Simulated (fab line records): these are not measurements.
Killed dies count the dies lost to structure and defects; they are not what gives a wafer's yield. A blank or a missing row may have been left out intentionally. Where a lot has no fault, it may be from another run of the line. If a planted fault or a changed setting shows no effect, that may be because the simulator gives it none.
Matching of chambers | flow nand harc | pecvd-02 running NHARC_P_GATE_DEP_103: 3 sister chambers
The step deposits SiON, target thk 30 nm. 3 wafers are shown with their chamber, then 11 later ones without.

## WAFERS PAIRED WITH THEIR CHAMBERS
wafer  | chamber | heater power w (W)
L088.5 | 0       | 724
L088.6 | 1       | 777
L091.2 | 2       | 735

## WAFERS WITHOUT THEIR CHAMBER
wafer  | heater power w (W)
L091.4 | 729
L091.5 | 740
L093.1 | 683
L093.4 | 831
L093.6 | 685
L095.2 | 714
L095.4 | 717
L095.6 | 778
L097.4 | 852
L097.5 | 665
L097.6 | 718

## EACH ONE'S CHAMBER
wafer  | from the rows above          | in truth
L091.4 | can't be placed: 0 or 2 or 1 | 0
L091.5 | can't be placed: 2 or 0 or 1 | 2
L093.1 | can't be placed: 0 or 2 or 1 | 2
L093.4 | can't be placed: 1 or 2 or 0 | 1
L093.6 | can't be placed: 0 or 2 or 1 | 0
L095.2 | can't be placed: 0 or 2 or 1 | 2
L095.4 | can't be placed: 0 or 2 or 1 | 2
L095.6 | can't be placed: 1 or 2 or 0 | 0
L097.4 | can't be placed: 1 or 2 or 0 | 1
L097.5 | can't be placed: 0 or 2 or 1 | 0
L097.6 | can't be placed: 0 or 2 or 1 | 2
Correct placement for 0 of the 11. Can't be placed from these rows: 11 (the true chamber is among the candidates in 11). Number placed wrongly: 0.
How it was worked out, from the rows above alone: a wafer's distance from a chamber is the root of the sum, over the readings, of the square of ((its reading less the chamber's mean) divided by the reading's scatter). If the next closest chamber is less than 2 further off than the closest, the wafer can't be placed; otherwise it belongs to the closest. Each chamber's mean is taken over the wafers shown for it. The scatter: with one shown wafer a chamber, the root of the mean of the squares of how far each hidden wafer lies from its nearest shown one.
